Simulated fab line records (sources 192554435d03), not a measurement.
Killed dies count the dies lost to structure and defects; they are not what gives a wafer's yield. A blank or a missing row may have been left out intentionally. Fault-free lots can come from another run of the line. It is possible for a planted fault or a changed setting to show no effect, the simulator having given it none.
Lot-split experiment | flow n5_finfet | on a route of 1938 steps: 7 lots, 21 wafers read

== THE SPLIT ITSELF ==
At N5_BEOL_M11_ETCH_66 (etches SOC in N2/H2, target depth 120 nm, overetch 24 nm, time 180 s), the setting time_s was moved away from the recipe's 180 s on 10 of the 21 wafers read, by -18.4% to +19.7%. This setting was run at the recipe's value on the other wafers.

The split's own step is where the reading is taken.

== THE READING ==
SiARC_of_BEOL_M11_COAT_64.thk_nm (the simulator's own value, which no gauge read), in nm, at N5_BEOL_M11_ETCH_66 (etches SOC in N2/H2, target depth 120 nm, overetch 24 nm, time 180 s). No usual value for it is given in the file. Across the 11 wafers here that went through the recipe, the average is 22.7 nm and the standard deviation 0.12 nm.

wafer  | tool, chamber at the split | time_s as run, s | against the recipe | SiARC_of_BEOL_M11_COAT_64.thk_nm, nm | against lot-mates on the recipe
L079.1 | rie_diel-05, 3             | 180              | recipe             | 22.6                                 | -
L079.4 | rie_diel-05, 0             | 180              | recipe             | 22.8                                 | -
L079.6 | rie_diel-05, 0             | 180              | recipe             | 22.8                                 | -
L080.2 | rie_diel-03, 1             | 147.9            | -17.8%             | 23.8                                 | +1.0
L080.3 | rie_diel-03, 0             | 147.9            | -17.8%             | 24                                   | +1.2
L080.6 | rie_diel-03, 2             | 180              | recipe             | 22.8                                 | -
L083.2 | rie_diel-03, 0             | 180              | recipe             | 22.8                                 | -
L083.3 | rie_diel-03, 3             | 180              | recipe             | 22.6                                 | -
L083.4 | rie_diel-03, 1             | 215.4            | +19.7%             | 21.2                                 | -1.5
L086.4 | rie_diel-04, 2,3           | 192.6            | +7.0%              | 22.4                                 | -0.4
L086.5 | rie_diel-04, 2,3           | 192.6            | +7.0%              | 22.4                                 | -0.4
L086.6 | rie_diel-04, 0             | 180              | recipe             | 22.8                                 | -
L088.1 | rie_diel-04, 1             | 205.7            | +14.3%             | 22                                   | -0.9
L088.4 | rie_diel-04, 3             | 180              | recipe             | 23                                   | -
L088.6 | rie_diel-04, 0             | 180              | recipe             | 22.8                                 | -
L089.4 | rie_diel-05, 3             | 146.8            | -18.4%             | 23.8                                 | +1.2
L089.5 | rie_diel-05, 0             | 146.8            | -18.4%             | 24.2                                 | +1.6
L089.6 | rie_diel-05, 3             | 180              | recipe             | 22.6                                 | -
L094.2 | rie_diel-03, 0             | 180              | recipe             | 22.6                                 | -
L094.3 | rie_diel-03, 1,0           | 215.1            | +19.5%             | 21                                   | -1.6
L094.6 | rie_diel-03, 1,0           | 215.1            | +19.5%             | 21                                   | -1.6
When a row names more than one chamber, that row covers several wafers, and the file does not tell which wafer ran in which chamber.

THE FIT
A straight line over all 21 wafers: SiARC_of_BEOL_M11_COAT_64.thk_nm changes by -0.0727 nm for each +1% of time_s; r = -0.98; the points scatter about the line by 0.19 nm.
The same after taking each lot's own level away (the mean of its wafers on the recipe; 21 wafers): -0.0727 nm for each +1%; r = -0.99; scatter 0.14 nm.
That fit puts the effect of the largest move of time_s on the reading at 1.4 nm.
Across the lots, their own levels run from 22.60 to 22.90 nm, a range of 2.4 times the standard deviation given above.
The two slopes are in agreement: the lot-to-lot level therefore moves the slope only a little.
Check: -1.43 nm against its lot-mates is what the line predicts for one of the wafers moved furthest among these (+19.7%) when that wafer is left out of the fit. It came out at -1.5 nm against them.

== THE OTHER SPLITS THESE WAFERS WENT THROUGH ==
Other splits were also applied to these wafers ahead of the reading. Each is held against what the fit with the lots' levels taken away leaves over:
other split on the same wafers     | wafers away from the commonest value | r with SiARC_of_BEOL_M11_COAT_64.thk_nm (lot level and that fit taken away)
N5_BEOL_M9_TRENCH_ETCH_37 time_s   | 9                                    | -0.20
N5_BEOL_M10_ILD_DEP_00 time_s      | 7                                    | -0.21
N5_BEOL_M10_HM_DEP_02 target_thk_a | 9                                    | +0.25
N5_BEOL_M11_COAT_22 spin_rpm       | 6                                    | +0.59

== THE FILE'S OWN FIT ==
SiARC_of_BEOL_M11_COAT_64.thk_nm changes by -0.0726 nm for each +1% of time_s, r = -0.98.
